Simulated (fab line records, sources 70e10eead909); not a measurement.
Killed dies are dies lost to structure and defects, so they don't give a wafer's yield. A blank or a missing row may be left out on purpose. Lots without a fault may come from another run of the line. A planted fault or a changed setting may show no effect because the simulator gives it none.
Which tool did it? | flow nand_harc | 11 lots, 33 wafers sampled, at 7 steps of a route of 1159

WHAT THE GAUGES READ, wafer by wafer
NHARC_A_M0_INSPECT_27. Usual: raw_defect_count 469, standard deviation 120.
lot  | measured     | on                | raw_defect_count | flag
L450 | day 17 18:58 | defect_inspect-01 | 280 392 339      |
L454 | day 18 01:11 | defect_inspect-01 | 433 358 545      |
L455 | day 18 08:46 | defect_inspect-01 | 436 614 448      |
L452 | day 18 16:49 | defect_inspect-01 | 390 360 349      |
L456 | day 18 17:20 | defect_inspect-01 | 497 409 467      |
L460 | day 19 23:18 | defect_inspect-01 | 374 479 461      |
L459 | day 20 04:41 | defect_inspect-02 | 411 659 526      |
L461 | day 20 20:22 | defect_inspect-01 | 315 559 550      |
L466 | day 21 13:11 | defect_inspect-01 | 1866 1835 1758   | OFF
L463 | day 21 14:13 | defect_inspect-02 | 1819 1805 2024   | OFF
L469 | day 22 04:53 | defect_inspect-02 | 395 477 350      |

NHARC_A_M1_INSPECT_11. Usual: raw_defect_count 29, standard deviation 12.
lot  | measured     | on                | raw_defect_count | flag
L450 | day 17 20:30 | defect_inspect-01 | 35 25 44         |
L454 | day 18 02:43 | defect_inspect-01 | 31 22 34         |
L455 | day 18 10:16 | defect_inspect-02 | 9 9 17           |
L452 | day 18 18:21 | defect_inspect-01 | 29 21 31         |
L456 | day 18 18:50 | defect_inspect-01 | 50 44 41         |
L460 | day 20 00:49 | defect_inspect-02 | 17 22 17         |
L459 | day 20 06:05 | defect_inspect-01 | 22 29 32         |
L461 | day 20 21:55 | defect_inspect-01 | 28 31 32         |
L466 | day 21 14:41 | defect_inspect-01 | 1481 1438 1427   | OFF
L463 | day 21 15:36 | defect_inspect-02 | 1384 1415 1437   | OFF
L469 | day 22 06:26 | defect_inspect-01 | 35 33 38         |

NHARC_END_SORT_01. Usual: defect_limited_yield 95.6 %, standard deviation 1.3; killed_at_array 26, standard deviation 8.6; killed_at_other 0.7, standard deviation 0.97; killed_at_periphery 3.2, standard deviation 2.2; killed_dies 30, standard deviation 8.9; killed_open 3.1, standard deviation 1.8; killed_short 2.2, standard deviation 1.8; sort_bin_2_pct 1.4 %, standard deviation 0.58; sort_bin_3_pct 0.24 %, standard deviation 0.18; sort_bin_4_pct 2.8 %, standard deviation 0.9; sort_n_pass 647, standard deviation 8.9; sort_rim_yield_pct 95.5 %, standard deviation 2.5; sort_yield_pct 95.6 %, standard deviation 1.3.
lot  | measured     | on        | defect_limited_yield (%) | killed_at_array | killed_at_other | killed_at_periphery | killed_dies | killed_open | killed_short | sort_bin_2_pct (%) | sort_bin_3_pct (%) | sort_bin_4_pct (%) | sort_n_pass | sort_rim_yield_pct (%) | sort_yield_pct (%) | flag
L466 | day 23 07:05 | prober-01 | 12.1 12.6 14.3           | 589 589 575     | 2 2 2           | 4 1 3               | 595 592 580 | 1 3 2       | 2 0 1        | 41.5 39.0 38.7     | 9.45 9.31 10.34    | 36.9 39.1 36.6     | 82 85 97    | 17.0 12.3 10.4         | 12.1 12.6 14.3     | OFF
L463 | day 23 04:44 | prober-02 | 14.8 14.8 13.0           | 575 577 588     | 0 0 0           | 2 0 1               | 577 577 589 | 4 1 2       | 1 0 3        | 39.1 37.5 40.9     | 9.31 10.19 9.31    | 36.8 37.5 36.8     | 100 100 88  | 13.2 16.0 11.3         | 14.8 14.8 13.0     | OFF
L469 | day 23 20:16 | prober-01 | 95.1 96.0 96.6           | 29 23 22        | 0 0 0           | 4 4 1               | 33 27 23    | 3 1 2       | 2 0 0        | 1.3 1.6 1.5        | 0.15 0.15 0        | 3.4 2.2 1.9        | 644 650 654 | 96.2 94.3 96.2         | 95.1 96.0 96.6     |

WHICH TOOL RAN EACH LOT (tool, then ch and the chambers of the sampled wafers, then the start)
lot  | NHARC_A_M0_ETCH_15                            | NHARC_A_M0_DEGAS_28          | NHARC_A_M0_PVD_20                       | NHARC_A_M0_CMP_23
L450 | rie_diel-06 ch 0,2, day 17 17:22 or earlier   | pvd_sputter-01, day 17 17:22 | pvd_sputter-01, day 17 18:29 or earlier | cmp-02 ch 2,3, day 17 18:29
L454 | rie_diel-06 ch 0,1,2, day 17 23:34 or earlier | pvd_sputter-02, day 17 23:34 | pvd_sputter-02, day 18 00:41 or earlier | cmp-04 ch 2,3, day 18 00:41
L455 | rie_diel-09 ch 1,2, day 18 07:13 or earlier   | pvd_sputter-01, day 18 07:13 | pvd_sputter-01, day 18 08:17 or earlier | cmp-01 ch 2,3, day 18 08:17
L452 | rie_diel-05 ch 0,3, day 18 15:16 or earlier   | pvd_sputter-01, day 18 15:16 | pvd_sputter-01, day 18 16:22 or earlier | cmp-02 ch 0,1,2, day 18 16:22
L456 | rie_diel-09 ch 0,1,3, day 18 15:48 or earlier | pvd_sputter-02, day 18 15:48 | pvd_sputter-02, day 18 16:52 or earlier | cmp-04 ch 0,2, day 18 16:52
L460 | rie_diel-06 ch 1,2,3, day 19 21:19 or earlier | pvd_sputter-02, day 19 21:19 | pvd_sputter-02, day 19 22:51 or earlier | cmp-04 ch 1,2,3, day 19 22:51
L459 | rie_diel-06 ch 0,1,3, day 20 03:08 or earlier | pvd_sputter-01, day 20 03:08 | pvd_sputter-01, day 20 04:15 or earlier | cmp-02 ch 0,2,3, day 20 04:15
L461 | rie_diel-05 ch 0,1, day 20 18:47 or earlier   | pvd_sputter-01, day 20 18:47 | pvd_sputter-01, day 20 19:58 or earlier | cmp-02 ch 0,1,3, day 20 19:58
L466 | rie_diel-05 ch 0,1, day 21 11:38 or earlier   | pvd_sputter-01, day 21 11:38 | pvd_sputter-01, day 21 12:43 or earlier | cmp-02 ch 0,1, day 21 12:43
L463 | rie_diel-09 ch 1,2,3, day 21 12:31 or earlier | pvd_sputter-01, day 21 12:31 | pvd_sputter-01, day 21 13:44 or earlier | cmp-02 ch 1,2,3, day 21 13:44
L469 | rie_diel-06 ch 1,2,3, day 22 03:19 or earlier | pvd_sputter-03, day 22 03:19 | pvd_sputter-03, day 22 04:23 or earlier | cmp-04 ch 0,1,3, day 22 04:23
- NHARC_A_M0_ETCH_15: etches the open film in C4F8/Ar, target depth 150 nm, overetch 15 nm, time 82.5 s.
- NHARC_A_M0_DEGAS_28: time 60 s.
- NHARC_A_M0_PVD_20: deposits TaN, target thk 5 nm, time 8.06 s.
- NHARC_A_M0_CMP_23: polishes, t overpolish 20 s, target thk 113.75 nm.

WHAT THE TOOLS THEMSELVES READ (means of the sampled wafers that have a number; where no wafer has one, the mark that the record gives instead)
NHARC_A_M0_ETCH_15. Usual: oes_product_au 0.950 a.u., standard deviation 0.022; rf_fwd_power_W 595.3 W, standard deviation 2.1; rf_vpp_V 441.7 V, standard deviation 2.6.
lot  | tool        | oes_product_au (a.u.) | rf_fwd_power_W (W) | rf_vpp_V (V) | flag
L450 | rie_diel-06 | 0.921                 | 596.4              | 443.3        |
L454 | rie_diel-06 | 0.932                 | 595.1              | 442.6        |
L455 | rie_diel-09 | 0.974                 | 597.8              | 442.2        |
L452 | rie_diel-05 | 0.984                 | 594.1              | 444.4        |
L456 | rie_diel-09 | 0.929                 | 598.3              | 442.3        |
L460 | rie_diel-06 | 0.950                 | 593.5              | 440.4        |
L459 | rie_diel-06 | 0.962                 | 594.2              | 441.6        |
L461 | rie_diel-05 | 0.934                 | 597.4              | 440.1        |
L466 | rie_diel-05 | 0.972                 | 595.6              | 443.4        |
L463 | rie_diel-09 | 0.946                 | 594.1              | 441.8        |
L469 | rie_diel-06 | 0.969                 | 594.0              | 441.0        |

NHARC_A_M0_DEGAS_28. Usual: heater_power_w 360 W, standard deviation 40.
lot  | tool           | heater_power_w (W) | flag
L450 | pvd_sputter-01 | 369                |
L454 | pvd_sputter-02 | 323                |
L455 | pvd_sputter-01 | 373                |
L452 | pvd_sputter-01 | 339                |
L456 | pvd_sputter-02 | 333                |
L460 | pvd_sputter-02 | 328                |
L459 | pvd_sputter-01 | 349                |
L461 | pvd_sputter-01 | 381                |
L466 | pvd_sputter-01 | 362                |
L463 | pvd_sputter-01 | 345                |
L469 | pvd_sputter-03 | 365                |

NHARC_A_M0_PVD_20. Usual: throttle_valve_pct 30.3 %, standard deviation 0.89.
lot  | tool           | throttle_valve_pct (%) | flag
L450 | pvd_sputter-01 | 30.3                   |
L454 | pvd_sputter-02 | 29.6                   |
L455 | pvd_sputter-01 | 30.3                   |
L452 | pvd_sputter-01 | 30.8                   |
L456 | pvd_sputter-02 | 30.1                   |
L460 | pvd_sputter-02 | 30.6                   |
L459 | pvd_sputter-01 | 30.7                   |
L461 | pvd_sputter-01 | 30.3                   |
L466 | pvd_sputter-01 | 30.7                   |
L463 | pvd_sputter-01 | 30.3                   |
L469 | pvd_sputter-03 | 29.8                   |

NHARC_A_M0_CMP_23. Usual: motor_current_A 12.2 A, standard deviation 1.2; time_to_endpoint_s 29.5 s, standard deviation 1.7.
lot  | tool   | motor_current_A (A) | time_to_endpoint_s (s) | flag
L450 | cmp-02 | 10.6                | 28.5                   |
L454 | cmp-04 | 11.5                | 30.5                   |
L455 | cmp-01 | 12.2                | 28.0                   |
L452 | cmp-02 | 12.1                | 30.6                   |
L456 | cmp-04 | 13.1                | 30.5                   |
L460 | cmp-04 | 11.7                | 29.4                   |
L459 | cmp-02 | 11.3                | 27.2                   |
L461 | cmp-02 | 12.1                | 31.6                   |
L466 | cmp-02 | 12.8                | 27.4                   |
L463 | cmp-02 | 11.3                | 28.8                   |
L469 | cmp-04 | 12.8                | 28.8                   |

THE ANSWER, worked out from the rows above alone
Rule: a lot is off if the mean of its wafers that have a number lies more than 3 standard deviations from the usual mean. A lot without any number at a reading at which 4 lots or more have one is off too. The other lots that the step has rows for count as sound. The gauges are gone through in route order, then the tools' own readings, and for those a lot's mean is taken as printed above. The first step at which some lot is off is used, and at that step the reading that is off furthest; a lot without a number counts as furthest.
Off: L466, L463, at NHARC_A_M0_INSPECT_27 (raw_defect_count).
A tool fits if, at a process step before that reading, it ran every lot that is off, and no sound lot after the first of them. The gauges at NHARC_A_M0_INSPECT_27 aren't tried: what is off there is off at NHARC_END_SORT_01 too, on other tools, and a gauge's error can't cause that. NHARC_A_M0_ETCH_15 gives no start for some lots, so the hours and the order of its lots are those of NHARC_A_M0_DEGAS_28. NHARC_A_M0_PVD_20 gives no start for some lots, so the hours and the order of its lots are those of NHARC_A_M0_CMP_23. Can't be told from this: 2 tools fit, pvd_sputter-01 at NHARC_A_M0_DEGAS_28 and NHARC_A_M0_PVD_20, cmp-02 at NHARC_A_M0_CMP_23.

WHAT THE SIMULATOR HAD PUT IN
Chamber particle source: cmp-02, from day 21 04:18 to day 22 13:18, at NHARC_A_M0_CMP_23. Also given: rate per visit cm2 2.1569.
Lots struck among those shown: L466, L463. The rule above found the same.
